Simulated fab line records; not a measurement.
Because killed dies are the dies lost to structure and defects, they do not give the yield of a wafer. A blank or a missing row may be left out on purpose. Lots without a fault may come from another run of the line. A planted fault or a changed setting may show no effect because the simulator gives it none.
Chamber matching ; flow nand harc ; NHARC_A_M1_PRE_CLEAN_32 on pecvd-04 has 3 sister chambers
The step time 12 s. 6 wafers are shown with their chamber, then 7 later ones without.

## WAFERS WITH THEIR CHAMBER
wafer;chamber;heater power w (W);rf fwd power W (W)
L422.5;2;567;293.1
L424.1;0;695;292.0
L424.5;1;616;292.5
L424.6;2;605;292.8
L437.1;1;640;293.0
L437.2;0;648;291.5

## WAFERS MISSING THEIR CHAMBER
wafer;heater power w (W);rf fwd power W (W)
L437.5;656;292.4
L439.1;578;291.4
L439.4;707;292.1
L439.6;724;292.0
L440.3;634;294.4
L440.4;679;293.3
L440.5;726;293.6

## THE CHAMBER EACH PASSED THROUGH
wafer;from the rows above;in truth
L437.5;can't be placed: 1 or 0 or 2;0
L439.1;can't be placed: 0 or 1 or 2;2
L439.4;can't be placed: 0 or 1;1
L439.6;0;0
L440.3;can't be placed: 2 or 1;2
L440.4;can't be placed: 1 or 2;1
L440.5;can't be placed: 1 or 2 or 0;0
Correctly placed: 1 of 7. Not placeable from these rows: 6 (in 6, the candidates include the true chamber). Placed wrongly: 0.
How it was worked out, from the rows above alone: a wafer's distance from a chamber is the root of the sum, over the readings, of the square of ((its reading less the chamber's mean) divided by the reading's scatter). If the next closest chamber is less than 2 further off than the closest, the wafer can't be placed; otherwise it belongs to the closest. Each chamber's mean is taken over the wafers shown for it. How the scatter is found: for the shown wafers, subtract from each reading the mean of its chamber, square and add these, divide the total by (wafers less chambers), then take the root.
